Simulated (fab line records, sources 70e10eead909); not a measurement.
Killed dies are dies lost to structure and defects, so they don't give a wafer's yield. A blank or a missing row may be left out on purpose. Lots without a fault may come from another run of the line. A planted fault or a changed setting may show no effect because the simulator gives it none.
fab line records | flow nand_harc
record lots=24 wafers=72 last_day=33
route steps=1302 shown A_M1@1181 A_BONDPAD@1202 HYBRID_BOND@1237
lots that met no fault: from a run of the same line without faults
start_h: hours from the record's first day to the start of the lot's first wafer shown | wait_h: hours since the lot's step before | " the same as in the row above | L1.1+2: a row that stands for several wafers | - no value, or no start given | * or withheld: withheld | < > ~ a bound
route shown NAME@n: a module of which the file shows steps, and the number in the route of the first | usual: mean/standard deviation of fault-free wafers | same: alike in all rows | chamber/n: place in a boat | sites: the reading at each site | _std_site: their standard deviation | _edge_site: outer sites' mean less inner sites' | radius_mm: how far each site lies from the wafer's centre | mask NAME#n: copy n | behind: the tool/chamber that last shaped the wafer | hold: why the lot was held/for how many hours/how that ended | device: the transistor (n, p or np) that didn't switch | end of line: the same wafers' tests at the end of the route | a step without rows: its recipe alone | killed: dies lost to structure and defects at the first sort, not the wafer's yield | map: a wafer's dies, x killed, . not, _ none there
set.NAME: the setting as run; set.NAME@STEP: as run at that earlier step | model.NAME: the simulator's own value behind a step, which no gauge read
steps of the route over a sample of lots; a table a step, a row a wafer
services: from which hour (start_h, from the record's first day; less than 0 if before it) a tool's chamber was out of use, for how many hours, and why
## steps
# step NHARC_A_M1_INSPECT_11
# usual raw_defect_count=82/42
# columns lot.wafer tool chamber start_h wait_h raw_defect_count
L076.3 defect_inspect-02 - 531.41 0.0 91
L076.4 " - " " 69
L076.6 " - " " 61
L075.1 defect_inspect-01 - 533.07 0.0 70
L075.4 " - " " 67
L075.5 " - " " 72
L074.1 defect_inspect-01 - 537.39 0.0 15
L074.5 " - " " 22
L074.6 " - " " 24
L079.3 defect_inspect-01 - 588.38 0.0 53
L079.4 " - " " 68
L079.5 " - " " 69
L078.1 defect_inspect-01 - 591.31 0.0 155
L078.3 " - " " 132
L078.6 " - " " 140
L081.1 defect_inspect-02 - 596.09 0.0 68
L081.4 " - " " 46
L081.6 " - " " 49
L077.4 defect_inspect-02 - 596.83 0.0 23
L077.5 " - " " 22
L077.6 " - " " 32
L080.3 defect_inspect-01 - 597.95 0.0 142
L080.4 " - " " 142
L080.5 " - " " 165
L082.1 defect_inspect-02 - 607.94 0.0 172
L082.3 " - " " 172
L082.5 " - " " 139
L083.1 defect_inspect-01 - 622.32 0.0 75
L083.2 " - " " 67
L083.6 " - " " 81
L084.1 defect_inspect-01 - 640.05 0.0 66
L084.5 " - " " 57
L084.6 " - " " 53
L085.3 defect_inspect-01 - 654.22 0.0 44
L085.5 " - " " 33
L085.6 " - " " 53
L088.1 defect_inspect-02 - 668.10 0.0 72
L088.3 " - " " 79
L088.6 " - " " 75
L087.1 defect_inspect-01 - 671.83 0.0 83
L087.5 " - " " 75
L087.6 " - " " 77
L089.2 defect_inspect-01 - 674.25 0.0 105
L089.3 " - " " 68
L089.5 " - " " 83
L086.2 defect_inspect-02 - 676.91 0.0 71
L086.4 " - " " 104
L086.6 " - " " 74
L090.2 defect_inspect-02 - 680.72 0.0 99
L090.3 " - " " 97
L090.4 " - " " 111
L092.1 defect_inspect-02 - 695.79 0.0 82
L092.2 " - " " 79
L092.5 " - " " 82
L091.2 defect_inspect-02 - 707.02 0.0 148
L091.5 " - " " 147
L091.6 " - " " 158
L094.3 defect_inspect-01 - 712.96 0.0 140
L094.4 " - " " 117
L094.6 " - " " 130
L093.2 defect_inspect-02 - 717.26 0.0 36
L093.4 " - " " 32
L093.5 " - " " 41
L095.3 defect_inspect-02 - 747.35 0.0 112
L095.5 " - " " 119
L095.6 " - " " 102
L096.1 defect_inspect-01 - 748.73 0.0 22
L096.2 " - " " 18
L096.5 " - " " 17
L097.3 defect_inspect-01 - 759.15 0.0 55
L097.4 " - " " 60
L097.5 " - " " 67
# step NHARC_A_M1_DESCUM_14
# recipe time_s=3 o2_flow_sccm=200 ar_flow_sccm=0 bias_power_w=0 chemistry=O2
# usual drypump_motor_current_A=5.74/0.27 oes_product_au=1.001/0.013 rf_vpp_V=57.9/0.96 showerhead_plenum_p_Torr=1.96/0.057 throttle_valve_pct=11.312/0.0092
# columns lot.wafer tool chamber start_h wait_h drypump_motor_current_A oes_product_au rf_hours_counter_h rf_vpp_V showerhead_plenum_p_Torr throttle_valve_pct
L076.3 rie_diel-05 0 531.50 0.1 5.64 1.025 7.3 58.3 1.99 11.318
L076.6 " 1 " " 5.80 0.991 - 58.1 1.98 11.308
L076.4 " 3 " " 5.34 1.010 - 58.7 1.88 11.317
L075.1 rie_diel-07 2 533.14 0.1 6.17 0.992 1.0 58.0 1.99 11.309
L075.4 " 3 " " 5.91 1.005 0.8 57.6 1.93 11.305
L075.5 " 1 " " 6.09 0.993 - 58.5 2.03 11.318
L074.1 rie_diel-12 3 537.47 0.1 6.02 1.004 3.8 57.5 1.97 11.307
L074.5 " 1 " " 5.24 0.993 - 58.2 1.82 11.317
L074.6 " 2 " " 5.16 1.009 - 57.7 1.91 11.301
L079.3 rie_diel-07 3 588.45 0.1 5.91 1.007 2.5 56.7 1.93 11.312
L079.4 " 0 " " 5.49 1.012 2.5 57.5 1.91 11.303
L079.5 " 1 " " 6.06 1.003 - 57.7 2.03 11.304
L078.1 rie_diel-12 1 591.37 0.1 5.22 1.010 5.0 57.6 1.82 11.298
L078.3 " 0 " " 5.74 0.999 5.3 57.5 1.85 11.308
L078.6 " 1 " " 5.24 1.002 - 56.2 1.82 11.311
L081.4 rie_diel-05 2 596.15 0.1 5.89 0.992 0.2 57.6 2.02 11.303
L081.1 " 3 " " 5.33 1.008 0.4 59.1 1.88 11.313
L081.6 " 3 " " 5.36 0.998 - 57.6 1.88 11.324
L077.4 rie_diel-05 2 596.90 0.1 5.86 1.001 0.3 58.5 2.01 11.314
L077.6 " 1 " " 5.78 0.980 - 58.4 1.97 11.306
L077.5 " 2 " " 5.87 1.013 - 57.7 2.02 11.305
L080.4 rie_diel-05 2 598.01 0.1 5.86 1.001 0.3 57.1 2.02 11.312
L080.3 " 0 " " 5.67 1.022 0.6 57.7 1.99 11.313
L080.5 " 2 " " 5.86 1.001 - 57.1 2.02 11.302
L082.3 rie_diel-05 1 608.01 0.1 5.81 0.983 0.6 58.2 1.97 11.324
L082.1 " 3 " " 5.34 1.011 0.8 57.5 1.88 11.312
L082.5 " 0 " " 5.64 1.013 - 57.8 1.99 11.292
L083.2 rie_diel-07 1 622.38 0.1 6.09 0.997 3.7 57.0 2.03 11.319
L083.1 " 3 " " 5.93 0.996 3.5 56.2 1.93 11.298
L083.6 " 1 " " 6.06 0.994 - 57.8 2.03 11.299
L084.1 rie_diel-07 0 640.11 0.1 5.52 0.998 3.9 57.3 1.91 11.318
L084.6 " 0 " " 5.53 0.993 - 57.0 1.91 11.317
L084.5 " 1 " " 6.06 1.003 - 58.5 2.03 11.320
L085.3 rie_diel-05 2 654.30 0.1 5.91 0.991 2.5 58.1 2.01 11.310
L085.5 " 3 " " 5.34 0.992 - 57.0 1.88 11.308
L085.6 " 0 " " 5.65 1.011 - 58.8 1.99 11.304
L088.3 rie_diel-05 0 668.17 0.1 5.66 1.035 2.8 58.4 1.99 11.311
L088.1 " 2 " " 5.88 0.984 3.4 56.9 2.02 11.318
L088.6 " 0 " " 5.66 1.022 - 56.2 1.99 11.301
L087.1 rie_diel-05 0 671.92 0.1 5.67 1.016 2.9 58.4 1.99 11.326
L087.6 " 1 " " 5.78 1.005 - 56.9 1.97 11.298
L087.5 " 2 " " 5.87 1.002 - 58.1 2.01 11.326
L089.2 rie_diel-05 1 674.31 0.1 5.84 0.993 3.3 57.7 1.97 11.318
L089.3 " 3 " " 5.34 0.992 3.3 56.1 1.88 11.299
L089.5 " 1 " " 5.84 0.995 - 55.8 1.97 11.316
L086.2 rie_diel-05 2 676.98 0.1 5.90 0.992 3.7 56.9 2.01 11.307
L086.4 " 0 " " 5.63 1.026 3.0 58.2 1.99 11.293
L086.6 " 2 " " 5.90 1.000 - 58.4 2.01 11.324
L090.4 rie_diel-05 1 680.78 0.1 5.81 0.987 3.4 57.9 1.97 11.306
L090.3 " 2 " " 5.84 0.987 3.7 59.9 2.01 11.311
L090.2 " 3 " " 5.36 0.988 3.4 58.5 1.88 11.311
L092.1 rie_diel-05 2 695.85 0.1 5.88 0.995 4.8 60.0 2.01 11.321
L092.2 " 3 " " 5.33 1.006 4.4 56.1 1.88 11.304
L092.5 " 3 " " 5.35 1.007 - 55.9 1.88 11.319
L091.2 rie_diel-07 1 707.08 0.1 6.06 1.006 0.8 58.5 2.03 11.301
L091.6 " 1 " " 6.06 1.004 - 59.7 2.03 11.323
L091.5 " 2 " " 6.16 1.011 - 59.4 1.99 11.307
L094.4 rie_diel-05 2 713.04 0.1 5.84 0.987 6.0 56.9 2.01 11.302
L094.3 " 3 " " 5.38 0.999 5.4 57.2 1.88 11.317
L094.6 " 0 " " 5.65 1.026 - 56.8 1.99 11.311
L093.4 rie_diel-07 3 717.33 0.1 5.92 0.992 1.1 58.7 1.93 11.300
L093.2 " 0 " " 5.51 0.985 1.1 58.3 1.91 11.323
L093.5 " 1 " " 6.07 1.008 - 58.8 2.03 11.292
L095.3 rie_diel-05 3 747.42 0.1 5.37 1.000 7.6 57.8 1.88 11.312
L095.6 " 1 " " 5.80 0.994 - 56.4 1.97 11.302
L095.5 " 2 " " 5.87 0.988 - 57.5 2.01 11.323
L096.1 rie_diel-07 0 748.80 0.1 5.48 0.979 1.9 56.5 1.91 11.324
L096.2 " 2 " " 6.11 0.997 1.9 60.3 1.99 11.314
L096.5 " 1 " " 6.06 1.016 - 59.9 2.03 11.315
L097.4 rie_diel-07 1 759.21 0.1 6.05 1.011 1.9 58.1 2.03 11.306
L097.3 " 2 " " 6.13 1.000 2.0 57.6 1.99 11.298
L097.5 " 2 " " 6.17 0.994 - 57.1 1.99 11.321
# step NHARC_A_M1_ETCH_15
# recipe target_depth_a=1825 time_s=91.2 c4f8_flow_sccm=withheld ar_flow_sccm=400 rf_w=600 bias_w=300 chemistry=C4F8/Ar
# usual oes_product_au=0.951/0.026 rf_vpp_V=442.2/1.7
# columns lot.wafer tool chamber start_h wait_h oes_product_au rf_hours_counter_h rf_vpp_V
L076.4 rie_diel-05 1 - - 0.920 7.7 441.9
L076.3 " 2 " " 0.940 6.6 441.5
L076.6 " 2 " " 0.930 - 443.3
L075.4 rie_diel-07 3 - - 0.952 0.8 440.8
L075.1 " 0 " " 0.950 1.0 440.8
L075.5 " 3 " " 0.952 - 441.8
L074.1 rie_diel-12 1 - - 0.957 3.5 437.9
L074.5 " 2 " " 0.977 - 440.5
L074.6 " 3 " " 0.983 - 441.3
L079.4 rie_diel-07 0 - - 0.939 2.5 440.3
L079.3 " 3 " " 0.927 2.5 440.9
L079.5 " 0 " " 0.928 - 441.1
L078.1 rie_diel-12 0 - - 0.981 5.4 440.1
L078.3 " 1 " " 0.975 5.0 436.6
L078.6 " 2 " " 0.973 - 440.3
L081.4 rie_diel-05 2 - - 0.954 0.2 444.1
L081.1 " 1 " " 0.969 0.3 441.4
L081.6 " 2 " " 0.982 - 443.8
L077.4 rie_diel-05 0 - - 0.995 0.5 441.0
L077.5 " 3 " " 0.980 - 439.1
L077.6 " 0 " " 0.993 - 444.3
L080.4 rie_diel-05 3 - - 0.970 0.5 439.8
L080.3 " 1 " " 0.941 0.4 443.3
L080.5 " 2 " " 0.961 - 443.4
L082.3 rie_diel-05 0 - - 0.976 0.8 443.0
L082.1 " 1 " " 0.925 0.6 441.0
L082.5 " 3 " " 0.977 - 439.9
L083.2 rie_diel-07 2 - - 0.979 3.9 442.9
L083.1 " 3 " " 0.964 3.6 441.5
L083.6 " 2 " " 0.981 - 442.2
L084.1 rie_diel-07 0 - - 0.956 3.9 441.2
L084.6 " 2 " " 0.984 - 443.7
L084.5 " 3 " " 0.976 - 442.2
L085.3 rie_diel-05 0 - - 0.943 2.3 441.4
L085.6 " 3 " " 0.919 - 439.6
L085.5 " 0 " " 0.930 - 444.1
L088.3 rie_diel-05 0 - - 0.953 2.9 443.9
L088.1 " 1 " " 0.928 3.2 442.1
L088.6 " 3 " " 0.926 - 439.8
L087.1 rie_diel-05 3 - - 0.978 3.3 440.8
L087.5 " 2 " " 0.961 - 444.1
L087.6 " 3 " " 0.975 - 439.3
L089.2 rie_diel-05 1 - - 0.959 3.3 442.8
L089.3 " 0 " " 0.992 3.0 443.1
L089.5 " 2 " " 0.945 - 443.2
L086.2 rie_diel-05 2 - - 0.959 3.7 443.3
L086.4 " 3 " " 0.977 3.4 439.7
L086.6 " 1 " " 0.960 - 443.1
L090.3 rie_diel-05 0 - - 0.942 3.1 442.9
L090.4 " 1 " " 0.916 3.4 443.5
L090.2 " 2 " " 0.914 3.8 442.4
L092.2 rie_diel-05 0 - - 0.941 4.0 443.4
L092.1 " 1 " " 0.920 4.4 442.2
L092.5 " 3 " " 0.921 - 441.3
L091.2 rie_diel-07 1 - - 0.921 0.8 444.2
L091.5 " 0 " " 0.899 - 441.5
L091.6 " 1 " " 0.927 - 444.6
L094.3 rie_diel-05 0 - - 0.945 5.3 443.6
L094.4 " 3 " " 0.919 5.5 439.3
L094.6 " 1 " " 0.914 - 442.2
L093.4 rie_diel-07 1 - - 0.962 1.0 444.7
L093.2 " 3 " " 0.965 1.1 442.1
L093.5 " 1 " " 0.960 - 445.1
L095.3 rie_diel-05 1 - - 0.950 7.5 440.6
L095.5 " 0 " " 1.007 - 442.7
L095.6 " 1 " " 0.957 - 442.5
L096.1 rie_diel-07 2 - - 0.926 1.9 441.5
L096.2 " 3 " " 0.921 2.0 441.7
L096.5 " 1 " " 0.929 - 442.2
L097.4 rie_diel-07 1 - - 0.935 2.0 448.0
L097.3 " 2 " " 0.928 2.0 443.6
L097.5 " 3 " " 0.902 - 442.3
# step NHARC_A_M1_INSPECT_27
# usual raw_defect_count=515/110
# columns lot.wafer tool chamber start_h wait_h raw_defect_count
L076.3 defect_inspect-02 - 534.07 0.0 401
L076.4 " - " " 392
L076.6 " - " " 410
L075.1 defect_inspect-02 - 535.82 0.0 573
L075.4 " - " " 449
L075.5 " - " " 544
L074.1 defect_inspect-02 - 540.02 0.0 357
L074.5 " - " " 349
L074.6 " - " " 422
L079.3 defect_inspect-01 - 591.01 0.0 474
L079.4 " - " " 504
L079.5 " - " " 485
L078.1 defect_inspect-01 - 594.03 0.0 525
L078.3 " - " " 517
L078.6 " - " " 450
L081.1 defect_inspect-02 - 598.85 0.0 450
L081.4 " - " " 538
L081.6 " - " " 457
L077.4 defect_inspect-02 - 599.46 0.0 589
L077.5 " - " " 516
L077.6 " - " " 525
L080.3 defect_inspect-01 - 600.59 0.0 540
L080.4 " - " " 499
L080.5 " - " " 454
L082.1 defect_inspect-02 - 610.58 0.0 620
L082.3 " - " " 690
L082.5 " - " " 960
L083.1 defect_inspect-01 - 624.95 0.0 385
L083.2 " - " " 523
L083.6 " - " " 444
L084.1 defect_inspect-02 - 642.69 0.0 510
L084.5 " - " " 422
L084.6 " - " " 571
L085.3 defect_inspect-01 - 656.85 0.0 416
L085.5 " - " " 362
L085.6 " - " " 442
L088.1 defect_inspect-02 - 670.76 0.0 480
L088.3 " - " " 422
L088.6 " - " " 541
L087.1 defect_inspect-01 - 674.46 0.0 551
L087.5 " - " " 397
L087.6 " - " " 544
L089.2 defect_inspect-01 - 676.89 0.0 621
L089.3 " - " " 510
L089.5 " - " " 600
L086.2 defect_inspect-02 - 679.55 0.0 636
L086.4 " - " " 583
L086.6 " - " " 513
L090.2 defect_inspect-02 - 683.36 0.0 496
L090.3 " - " " 375
L090.4 " - " " 471
L092.1 defect_inspect-01 - 698.44 0.0 582
L092.2 " - " " 446
L092.5 " - " " 508
L091.2 defect_inspect-02 - 709.68 0.0 614
L091.5 " - " " 497
L091.6 " - " " 752
L094.3 defect_inspect-01 - 715.60 0.0 472
L094.4 " - " " 458
L094.6 " - " " 550
L093.2 defect_inspect-01 - 719.88 0.0 663
L093.4 " - " " 422
L093.5 " - " " 408
L095.3 defect_inspect-01 - 750.03 0.0 531
L095.5 " - " " 652
L095.6 " - " " 511
L096.1 defect_inspect-01 - 753.09 0.0 456
L096.2 " - " " 435
L096.5 " - " " 456
L097.3 defect_inspect-01 - 761.77 0.0 431
L097.4 " - " " 458
L097.5 " - " " 416
# step NHARC_A_BONDPAD_DEP_00
# recipe target_thk_a=2500 temp_c=370 target_thk_nm=250 pressure_torr=3 flow_sccm=200 rf_w=450 material=SiCN
# usual heater_power_w=601/56
# columns lot.wafer tool chamber start_h wait_h heater_power_w
L076.3 pecvd-04 1 534.82 - 695
L076.6 " 0 " " 667
L076.4 " 1 " " 693
L075.1 pecvd-03 2 536.57 - 620
L075.5 " 1 " " 625
L075.4 " 2 " " 496
L074.1 pecvd-03 1 540.81 - 658
L074.5 " 2 " " 547
L074.6 " 0 " " 611
L079.3 pecvd-04 0 591.91 - 664
L079.4 " 2 " " 660
L079.5 " 0 " " 644
L078.3 pecvd-03 0 594.73 - 602
L078.1 " 2 " " 585
L078.6 " 0 " " 601
L081.1 pecvd-04 1 599.70 - 774
L081.6 " 1 " " 629
L081.4 " 0 " " 605
L077.4 pecvd-03 2 - - 562
L077.5 " 0 " " 487
L077.6 " 1 " " 568
L080.3 pecvd-04 1 601.35 - 676
L080.4 " 0 " " 553
L080.5 " 1 " " 669
L082.1 pecvd-04 0 611.35 - 642
L082.3 " 1 " " 735
L082.5 " 0 " " 649
L083.2 pecvd-03 2 625.65 - 482
L083.1 " 0 " " 578
L083.6 " 2 " " 493
L084.1 pecvd-02 0 643.43 - 581
L084.6 " 2 " " 607
L084.5 " 1 " " 549
L085.3 pecvd-03 0 657.64 - 593
L085.5 " 2 " " 570
L085.6 " 0 " " 599
L088.3 pecvd-02 0 671.51 - 600
L088.1 " 1 " " 522
L088.6 " 1 " " 535
L087.1 pecvd-02 2 675.17 - 549
L087.5 " 2 " " 576
L087.6 " 0 " " 638
L089.2 pecvd-02 2 677.59 - 669
L089.3 " 1 " " 581
L089.5 " 0 " " 577
L086.2 pecvd-02 0 680.26 - 638
L086.6 " 1 " " 542
L086.4 " 2 " " 651
L090.2 pecvd-02 2 684.13 - 665
L090.3 " 0 " " 536
L090.4 " 2 " " 682
L092.1 pecvd-02 0 699.14 - 579
L092.2 " 2 " " 674
L092.5 " 0 " " 606
L091.2 pecvd-03 2 - - 516
L091.6 " 1 " " 593
L091.5 " 2 " " 523
L094.3 pecvd-03 2 716.66 - 554
L094.4 " 0 " " 551
L094.6 " 2 " " 563
L093.2 pecvd-02 0 720.58 - 628
L093.5 " 0 " " 672
L093.4 " 1 " " 562
L095.3 pecvd-02 1 752.66 - 591
L095.5 " 1 " " 587
L095.6 " 2 " " 680
L096.2 pecvd-03 2 753.95 - 573
L096.1 " 1 " " 501
L096.5 " 0 " " 617
L097.4 pecvd-03 2 762.77 - 537
L097.3 " 0 " " 574
L097.5 " 0 " " 588
# step NHARC_HYBRID_BOND_ACTIVATE_00
# recipe time_s=60 n2_flow_sccm=200 ar_flow_sccm=0 bias_power_w=0 chemistry=N2
# usual drypump_motor_current_A=5.5/0.34 oes_product_au=1.003/0.013 rf_vpp_V=64.0/0.89 showerhead_plenum_p_Torr=1.76/0.069
# columns lot.wafer tool chamber start_h wait_h drypump_motor_current_A oes_product_au rf_hours_counter_h rf_vpp_V showerhead_plenum_p_Torr
L076.4 rie_diel-13 0 538.91 0.1 5.9 0.990 2 64.8 1.81
L076.3 " 1 " " 5.5 0.985 2 65.3 1.82
L076.6 " 2 " " 6.0 0.983 - 64.6 1.87
L075.1 rie_diel-13 0 540.66 0.1 5.9 0.993 3 63.9 1.81
L075.4 " 2 " " 6.1 1.001 3 64.4 1.87
L075.5 " 0 " " 5.9 0.990 - 64.1 1.81
L074.1 rie_diel-04 2 544.82 0.1 5.0 1.000 0 64.2 1.80
L074.5 " 3 " " 5.8 1.002 - 63.1 1.67
L074.6 " 0 " " 5.5 1.004 - 63.7 1.77
L079.3 rie_diel-04 1 595.81 0.1 5.4 1.021 4 63.8 1.81
L079.4 " 2 " " 5.1 0.999 5 63.9 1.80
L079.5 " 1 " " 5.4 1.020 - 64.7 1.81
L078.1 rie_diel-03 0 598.65 0.1 6.2 1.001 49 64.0 1.90
L078.3 " 1 " " 5.7 1.002 52 63.1 1.76
L078.6 " 0 " " 6.2 0.984 - 65.5 1.90
L081.1 rie_diel-04 1 603.74 0.1 5.4 1.012 5 63.8 1.81
L081.4 " 3 " " 5.8 1.020 6 63.2 1.67
L081.6 " 2 " " 5.1 0.986 - 63.4 1.80
L077.4 rie_diel-03 3 604.29 0.1 5.4 1.012 49 65.4 1.67
L077.6 " 0 " " 6.2 0.990 - 64.0 1.90
L077.5 " 1 " " 5.7 1.003 - 65.0 1.76
L080.4 rie_diel-13 0 605.59 0.1 5.9 0.991 24 63.6 1.80
L080.3 " 1 " " 5.6 0.986 26 63.6 1.81
L080.5 " 2 " " 6.1 0.995 - 66.5 1.86
L082.3 rie_diel-03 1 615.41 0.1 5.7 0.999 55 64.5 1.76
L082.1 " 2 " " 6.2 1.002 53 64.5 1.65
L082.5 " 1 " " 5.7 0.998 - 62.4 1.76
L083.1 rie_diel-04 1 629.71 0.1 5.4 1.018 6 64.6 1.81
L083.2 " 0 " " 5.5 1.015 9 64.2 1.76
L083.6 " 1 " " 5.4 1.020 - 64.1 1.81
L084.1 rie_diel-04 0 647.56 0.1 5.5 1.008 10 63.0 1.76
L084.6 " 1 " " 5.4 1.018 - 64.3 1.81
L084.5 " 2 " " 5.1 0.988 - 62.9 1.80
L085.3 rie_diel-04 3 661.61 0.1 5.8 1.004 12 63.7 1.67
L085.6 " 2 " " 5.1 0.991 - 63.5 1.80
L085.5 " 3 " " 5.8 1.001 - 64.0 1.67
L088.1 rie_diel-04 1 675.42 0.1 5.4 1.028 9 64.7 1.81
L088.3 " 2 " " 5.1 1.009 11 66.3 1.80
L088.6 " 2 " " 5.1 0.996 - 64.7 1.80
L087.1 rie_diel-04 0 679.12 0.1 5.5 0.994 12 64.1 1.76
L087.6 " 2 " " 5.1 0.996 - 64.6 1.80
L087.5 " 3 " " 5.8 1.005 - 63.4 1.67
L089.2 rie_diel-04 1 681.72 0.1 5.4 1.009 9 64.3 1.81
L089.3 " 2 " " 5.1 1.001 11 64.2 1.80
L089.5 " 2 " " 5.1 1.011 - 63.1 1.80
L086.4 rie_diel-04 0 684.45 0.1 5.5 1.006 13 63.1 1.76
L086.2 " 2 " " 5.1 1.008 11 65.7 1.80
L086.6 " 0 " " 5.5 1.003 - 64.6 1.76
L090.3 rie_diel-04 1 688.25 0.1 5.4 1.031 10 63.8 1.81
L090.2 " 2 " " 5.1 1.009 11 63.2 1.80
L090.4 " 0 " " 5.5 1.002 13 63.5 1.76
L092.1 rie_diel-04 1 703.23 0.1 5.4 1.011 12 62.8 1.81
L092.2 " 3 " " 5.8 1.002 16 62.7 1.67
L092.5 " 1 " " 5.4 1.020 - 64.7 1.81
L091.2 rie_diel-03 1 714.46 0.1 5.7 1.017 31 64.2 1.75
L091.6 " 2 " " 6.2 0.980 - 63.1 1.64
L091.5 " 3 " " 5.4 0.997 - 64.5 1.66
L094.3 rie_diel-04 1 720.51 0.1 5.4 1.009 0 64.5 1.81
L094.6 " 2 " " 5.1 0.995 - 63.6 1.79
L094.4 " 1 " " 5.4 1.001 - 63.4 1.81
L093.2 rie_diel-04 1 724.54 0.1 5.4 1.007 0 64.9 1.81
L093.5 " 1 " " 5.4 0.989 - 64.1 1.81
L093.4 " 3 " " 5.8 1.015 - 62.9 1.67
L095.3 rie_diel-04 0 757.83 0.1 5.5 1.029 3 64.1 1.76
L095.5 " 1 " " 5.4 0.991 - 63.6 1.81
L095.6 " 2 " " 5.1 0.990 - 65.2 1.79
L096.2 rie_diel-04 2 758.06 0.1 5.1 0.995 3 64.1 1.79
L096.1 " 3 " " 5.8 1.016 3 63.6 1.67
L096.5 " 0 " " 5.5 1.018 - 63.2 1.76
L097.4 rie_diel-04 1 767.30 0.5 5.4 0.992 5 64.1 1.81
L097.3 " 2 " " 5.1 0.994 5 64.6 1.79
L097.5 " 2 " " 5.1 0.989 - 64.4 1.79
## services
# columns tool chamber start_h hours kind
rie_diel-04 1 512.98 1.3 repair
rie_diel-05 2 517.99 13.5 repair
rie_diel-04 - 531.90 9.0 pm
pecvd-03 - 547.24 13.0 pm
rie_diel-05 - 583.66 9.0 pm
pecvd-02 - 589.15 13.0 pm
rie_diel-04 1 604.92 8.3 repair
rie_diel-04 2 616.94 19.4 repair
rie_diel-04 1 617.14 8.9 repair
pecvd-04 1 626.18 16.6 repair
rie_diel-07 - 648.20 9.0 pm
pecvd-03 - 651.34 0.7 repair
rie_diel-07 1 674.88 4.7 repair
rie_diel-07 2 677.87 6.3 repair
pecvd-02 1 684.03 18.9 repair
rie_diel-04 - 689.60 1.2 repair
rie_diel-04 0 694.29 32.4 repair
rie_diel-04 - 709.30 9.0 pm
pecvd-02 - 716.23 2.9 repair
rie_diel-05 - 718.94 1.1 repair
pecvd-03 - 728.24 13.0 pm
rie_diel-05 2 728.97 5.3 repair
pecvd-03 1 756.05 10.2 repair
rie_diel-05 - 760.66 9.0 pm
## key
fault none
